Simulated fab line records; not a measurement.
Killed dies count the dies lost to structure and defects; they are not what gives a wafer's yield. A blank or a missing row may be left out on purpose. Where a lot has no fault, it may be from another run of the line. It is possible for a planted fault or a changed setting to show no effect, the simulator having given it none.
fab line records	flow nandHarc
record lots=12	wafers=36	lastDay=33
route steps=1302 shown P_BONDPAD@368 A_M1@1190 END@1302
lots that met no fault: from a run of the same line without faults
startH: start of the lot's first displayed wafer, in hours after the record's first day	waitH: hours from the lot's prior step to this one	" identical to the entry in the row above	L1.1+2: a single row standing in for several wafers	- value missing, or start not given	* or withheld: withheld	< > ~ a bound
route shown NAME@n: names a module that has steps shown in the file, with the first one's number in the route	usual: mean/standard deviation of fault-free wafers	same: alike in all rows	chamber/n: place in a boat	sites: per-site readings	_std_site: standard deviation of those values	_edge_site: inner sites' mean taken away from outer sites' mean	radiusMm: for every site, how far away it sits from the centre of the wafer	mask NAME#n: copy n	behind: the most recent tool/chamber to have shaped the wafer	hold: cause of the lot's hold/its duration in hours/its outcome	device: which transistor (n, p or np) failed to switch	end of line: the same wafers' tests at the end of the route	a step given without rows: its recipe and nothing more	killed: count of dies lost to structure and defects at first sort (not the wafer's yield)	map: shows each die of a wafer: x if killed, . if not, _ if none is there
set.NAME: setting as actually run; set.NAME@STEP: the setting as run at that earlier step	model.NAME: the simulator's own value behind a step, which no gauge read
a sample of lots followed through the steps of the route, with each step as a table and each wafer as a row
services: when a tool's chamber went out of use (startH, in hours from the record's first day, below 0 if earlier), for how many hours, and the reason
## steps
# step NHARC_P_BONDPAD_ETCH_37
# recipe targetDepthA=600	overetchA=180	timeS=65.91	ionEnergyEv=200	n2FlowSccm=150	h2FlowSccm=150	arFlowSccm=0	rfW=400	biasW=150	chemistry=N2/H2
# usual drypumpMotorCurrentA=5.8/0.47	oesProductAu=1.000/0.0077	rfFwdPowerW=396.4/1.6	rfVppV=430.6/2.8	showerheadPlenumPTorr=2.04/0.097	throttleValvePct=14.172/0.0093
lot.wafer	tool	chamber	startH	waitH	drypumpMotorCurrentA	oesProductAu	rfFwdPowerW	rfHoursCounterH	rfVppV	showerheadPlenumPTorr	throttleValvePct
L797.1	rieDiel-10	0	130.96	0.1	6.2	1.006	394.8	5	434.6	2.16	14.160
L797.4	"	0	"	"	6.2	0.998	395.6	-	432.7	2.16	14.175
L797.3	"	2	"	"	5.6	0.999	397.0	-	427.0	1.93	14.167
L798.3	rieDiel-10	3	146.34	0.1	5.9	1.007	396.3	5	432.0	2.10	14.165
L798.4	"	2	"	"	5.6	1.010	393.5	6	427.5	1.93	14.172
L798.6	"	0	"	"	6.2	0.997	393.5	-	433.4	2.16	14.175
L799.3	rieDiel-02	2	161.74	0.1	5.3	0.986	397.6	8	426.1	1.91	14.172
L799.1	"	3	"	"	5.8	0.997	398.9	8	431.6	2.09	14.168
L799.2	"	0	"	"	5.6	0.995	400.7	7	432.4	2.12	14.174
L801.3	rieDiel-02	1	186.66	0.1	5.9	1.006	395.2	6	425.7	1.91	14.192
L801.2	"	0	"	"	5.6	1.005	399.2	8	435.5	2.12	14.162
L801.6	"	1	"	"	5.9	1.010	397.0	-	427.3	1.91	14.182
L803.1	rieDiel-11	0	196.74	0.1	6.6	1.004	394.7	2	429.2	2.01	14.161
L803.3	"	3	"	"	4.9	1.017	396.4	4	433.9	2.15	14.159
L803.6	"	0	"	"	6.6	1.001	397.0	-	428.5	2.01	14.184
L804.1	rieDiel-11	1	203.55	0.1	5.4	1.001	396.5	4	428.2	1.93	14.173
L804.3	"	3	"	"	4.9	1.006	395.8	4	434.0	2.15	14.153
L804.5	"	1	"	"	5.4	0.995	393.7	-	426.6	1.93	14.178
L806.2	rieDiel-10	1	221.54	0.5	5.4	1.008	397.5	11	434.7	2.11	14.166
L806.4	"	2	"	"	5.6	1.005	398.9	10	427.4	1.93	14.193
L806.5	"	0	"	"	6.2	0.989	394.5	-	433.1	2.16	14.177
L809.1	rieDiel-11	2	278.90	0.1	6.3	1.003	397.2	0	432.3	2.12	14.159
L809.4	"	3	"	"	4.9	0.998	394.3	0	432.1	2.15	14.170
L809.5	"	1	"	"	5.4	0.991	396.3	-	426.7	1.93	14.190
L811.3	rieDiel-10	3	281.17	0.1	5.9	1.006	397.4	2	430.4	2.09	14.172
L811.1	"	1	"	"	5.4	0.991	398.0	2	433.5	2.11	14.174
L811.5	"	0	"	"	6.2	0.999	398.3	-	432.9	2.16	14.152
L817.2	rieDiel-02	0	343.30	0.1	5.6	1.012	398.2	7	433.3	2.11	14.185
L817.1	"	1	"	"	5.9	1.005	392.9	7	427.2	1.90	14.163
L817.3	"	2	"	"	5.2	0.992	396.5	5	427.4	1.91	14.183
L819.2	rieDiel-10	3	351.36	0.1	5.9	1.000	397.6	6	433.1	2.09	14.161
L819.4	"	1	"	"	5.4	0.987	397.2	6	432.0	2.11	14.174
L819.5	"	3	"	"	5.9	1.000	397.1	-	432.1	2.09	14.171
L818.2	rieDiel-02	1	351.69	0.1	5.9	1.005	397.3	7	426.5	1.90	14.175
L818.5	"	2	"	"	5.3	0.998	396.6	-	427.0	1.91	14.165
L818.4	"	1	"	"	5.9	1.000	395.1	-	426.6	1.90	14.162
# step NHARC_A_M1_PRE_CLEAN_30
# recipe timeS=30	tempC=280	gas=H2/He
# usual heaterPowerW=415/50
lot.wafer	tool	chamber	startH	waitH	heaterPowerW
L797.1	pvdSputter-01	-	-	-	422
L797.4	"	-	"	"	426
L797.3	"	-	"	"	493
L799.2	pvdSputter-03	-	-	-	371
L799.1	"	-	"	"	355
L799.3	"	-	"	"	353
L798.3	pvdSputter-03	-	-	-	346
L798.4	"	-	"	"	417
L798.6	"	-	"	"	376
L801.2	pvdSputter-02	-	-	-	418
L801.3	"	-	"	"	430
L801.6	"	-	"	"	470
L803.3	pvdSputter-03	-	-	-	431
L803.1	"	-	"	"	375
L803.6	"	-	"	"	421
L804.3	pvdSputter-02	-	-	-	408
L804.1	"	-	"	"	434
L804.5	"	-	"	"	463
L806.4	pvdSputter-03	-	-	-	348
L806.2	"	-	"	"	359
L806.5	"	-	"	"	423
L811.1	pvdSputter-02	-	-	-	497
L811.3	"	-	"	"	388
L811.5	"	-	"	"	404
L809.4	pvdSputter-01	-	-	-	481
L809.1	"	-	"	"	500
L809.5	"	-	"	"	441
L819.4	pvdSputter-03	-	-	-	360
L819.2	"	-	"	"	451
L819.5	"	-	"	"	362
L817.3	pvdSputter-01	-	-	-	439
L817.2	"	-	"	"	487
L817.1	"	-	"	"	493
L818.2	pvdSputter-01	-	-	-	486
L818.4	"	-	"	"	436
L818.5	"	-	"	"	486
# step NHARC_A_M1_THK_MEAS_24
# recipe thkMeasGauge=xrf
# usual thkNm=154.2/1.4
lot.wafer	tool	chamber	startH	waitH	thkNm
L797.1	filmMetro-02	-	535.05	-	156.5
L797.3	"	-	"	"	154.3
L797.4	"	-	"	"	155.2
L799.1	filmMetro-01	-	542.74	-	154.0
L799.2	"	-	"	"	154.0
L799.3	"	-	"	"	156.8
L798.3	filmMetro-02	-	545.93	-	153.9
L798.4	"	-	"	"	155.7
L798.6	"	-	"	"	153.6
L801.2	filmMetro-01	-	577.69	-	153.2
L801.3	"	-	"	"	153.7
L801.6	"	-	"	"	152.4
L803.1	filmMetro-01	-	583.56	-	156.7
L803.3	"	-	"	"	157.4
L803.6	"	-	"	"	153.7
L804.1	filmMetro-02	-	584.52	-	153.8
L804.3	"	-	"	"	154.1
L804.5	"	-	"	"	153.1
L806.2	filmMetro-02	-	631.34	-	156.0
L806.4	"	-	"	"	153.8
L806.5	"	-	"	"	154.9
L811.1	filmMetro-02	-	656.64	-	153.6
L811.3	"	-	"	"	153.9
L811.5	"	-	"	"	155.5
L809.1	filmMetro-02	-	658.27	-	152.8
L809.4	"	-	"	"	151.0
L809.5	"	-	"	"	152.8
L819.2	filmMetro-02	-	733.08	-	152.3
L819.4	"	-	"	"	156.4
L819.5	"	-	"	"	154.2
L817.1	filmMetro-01	-	735.81	-	155.6
L817.2	"	-	"	"	155.0
L817.3	"	-	"	"	152.3
L818.2	filmMetro-01	-	742.86	-	155.7
L818.4	"	-	"	"	157.5
L818.5	"	-	"	"	155.7
# step NHARC_A_M1_PRE_CLEAN_32
# recipe timeS=12	tempC=370	rfPowerW=300	gas=NH3
# usual heaterPowerW=624/62	rfFwdPowerW=292.6/1
lot.wafer	tool	chamber	startH	waitH	heaterPowerW	rfFwdPowerW
L797.3	pecvd-04	1	535.29	0.1	537	291.4
L797.1	"	2	"	"	567	292.9
L797.4	"	1	"	"	540	292.2
L799.2	pecvd-03	2	542.96	0.1	631	294.2
L799.1	"	1	"	"	534	294.1
L799.3	"	1	"	"	527	292.5
L798.4	pecvd-03	1	546.19	0.1	605	291.1
L798.3	"	2	"	"	706	292.1
L798.6	"	2	"	"	707	291.2
L801.3	pecvd-03	2	577.93	0.1	696	292.6
L801.2	"	0	"	"	697	291.9
L801.6	"	0	"	"	686	292.1
L803.1	pecvd-01	0	583.80	0.1	698	294.0
L803.3	"	1	"	"	621	293.3
L803.6	"	0	"	"	663	292.9
L804.1	pecvd-03	0	584.74	0.1	588	293.2
L804.3	"	1	"	"	589	291.4
L804.5	"	2	"	"	723	292.7
L806.2	pecvd-01	1	632.06	0.6	592	293.4
L806.4	"	1	"	"	600	293.5
L806.5	"	2	"	"	623	293.7
L811.3	pecvd-03	1	656.88	0.1	650	291.1
L811.1	"	2	"	"	735	292.5
L811.5	"	2	"	"	757	291.4
L809.1	pecvd-04	0	658.51	0.1	654	291.7
L809.5	"	2	"	"	541	291.7
L809.4	"	1	"	"	557	292.3
L819.2	pecvd-04	2	733.33	0.1	538	292.6
L819.4	"	0	"	"	602	292.4
L819.5	"	2	"	"	531	292.0
L817.2	pecvd-04	1	736.04	0.1	532	293.3
L817.1	"	2	"	"	594	294.9
L817.3	"	0	"	"	577	293.6
L818.2	pecvd-03	1	743.08	0.1	592	292.8
L818.4	"	1	"	"	586	291.6
L818.5	"	0	"	"	644	291.1
# step NHARC_END_SORT_01
# recipe tempC=25
# usual defectLimitedYield=92.0/2.6	killedAtArray=50/17	killedAtOther=0.7/1	killedAtPeriphery=3.4/2.4	killedDies=54/17	killedOpen=3.3/1.7	killedShort=2.5/1.6	sort_bin_2_pct=2.8/1.1	sort_bin_3_pct=0.5/0.33	sort_bin_4_pct=4.6/1.5	sortNPass=623/17	sortRimYieldPct=92/3.8	sortYieldPct=92.0/2.6
# same grossDies=677	sort_bin_5_pct[%]=0	sort_bin_6_pct[%]=0	sort_bin_7_pct[%]=0	sort_bin_8_pct[%]=0	sortRimNGross=106.00
lot.wafer	tool	chamber	startH	waitH	defectLimitedYield[%]	killedAtArray	killedAtOther	killedAtPeriphery	killedDies	killedOpen	killedShort	sort_bin_2_pct[%]	sort_bin_3_pct[%]	sort_bin_4_pct[%]	sortNPass	sortRimYieldPct[%]	sortYieldPct[%]
L811.1	prober-01	0	689.24	2.5	81.5	37	0	88	125	4	0	6.6	4.4	7.4	552	96	81.5
L811.3	prober-01	0	690.81	3.1	92.3	50	1	1	52	3	3	2.8	0.3	4.6	625	94	92.3
L811.5	prober-01	0	692.39	3.6	93.6	42	0	1	43	2	3	1.5	0.3	4.6	634	92	93.6
# killed by level:class
L811.1 P_BONDPAD:unspecified=85 A_CHANNEL_HOLE_D2:chamberFilmFlake=12 A_CHANNEL_HOLE_D1:chamberFilmFlake=7 A_CONTACT:chamberFilmFlake=7 A_BLC:chamberFilmFlake=4 P_GATE:chamberFilmFlake=2 A_SLIT:chamberFilmFlake=2 A_ONON_D1:geometricParticle:open=1
L811.3 A_CHANNEL_HOLE_D2:chamberFilmFlake=16 A_CHANNEL_HOLE_D1:chamberFilmFlake=8 A_CONTACT:chamberFilmFlake=6 A_BLC:chamberFilmFlake=5 A_STAIRCASE:chamberFilmFlake=3 A_ZERO_WELL:chamberFilmFlake=2 A_DECK1_JOINT:chamberFilmFlake=2 P_M0:geometricParticle:open=1
L811.5 A_CHANNEL_HOLE_D2:chamberFilmFlake=14 A_CHANNEL_HOLE_D1:chamberFilmFlake=10 A_CONTACT:chamberFilmFlake=6 A_BLC:chamberFilmFlake=3 A_ONON_D1:geometricParticle:short=1 A_ONON_D2:geometricParticle:open=1 A_CHANNEL_FILL_D2:geometricParticle:short=1 A_WL_FILL:geometricParticle:short=1
## services
tool	chamber	startH	hours	kind
rieDiel-10	1	126.82	4.6	repair
rieDiel-10	3	128.06	3.2	repair
pecvd-03	-	149.62	1.1	repair
pvdSputter-03	-	170.00	10.0	pm
rieDiel-10	2	176.43	4.4	repair
pecvd-03	-	185.54	13.0	pm
rieDiel-10	3	190.67	5.9	repair
pvdSputter-03	-	200.02	9.4	repair
rieDiel-10	2	200.29	5.1	repair
rieDiel-10	-	242.50	9.0	pm
rieDiel-10	0	325.27	2.8	repair
pecvd-03	-	366.54	13.0	pm
rieDiel-10	2	387.32	2.7	repair
rieDiel-10	-	419.50	9.0	pm
pvdSputter-03	-	457.20	11.0	repair
pvdSputter-03	-	526.02	10.0	pm
rieDiel-10	1	532.14	124.3	repair
pecvd-03	-	538.54	1.7	repair
pecvd-03	-	547.63	13.0	pm
rieDiel-10	-	596.50	9.0	pm
rieDiel-10	-	618.79	0.4	repair
rieDiel-10	0	662.89	9.1	repair
pecvd-03	-	681.43	1.3	repair
pecvd-03	-	728.63	13.0	pm
## key
firstSign step=NHARC_END_SORT_01	reading=killedAtPeriphery	direction=up	sigmas=35	usual=3.4	struck=88
effect step=NHARC_END_SORT_01	reading=defectLimitedYield	direction=down	sigmas=4.1	usual=92.0	struck=81.5
moreKillsBornAt NHARC_P_BONDPAD_ETCH_37@rieDiel-10=83
metAt NHARC_P_BONDPAD_ETCH_37
struckLots L811
struckWafers L811.1
notActingAt NHARC_A_M1_PRE_CLEAN_30,NHARC_A_M1_THK_MEAS_24,NHARC_A_M1_PRE_CLEAN_32
onsetBetween 221.54 281.17
fault kind=chamberParticleSource	tool=rieDiel-10	chamber=1	onsetH=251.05	steps=NHARC_P_BONDPAD_ETCH_37	ratePerVisitCm2=0.82097	endH=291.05
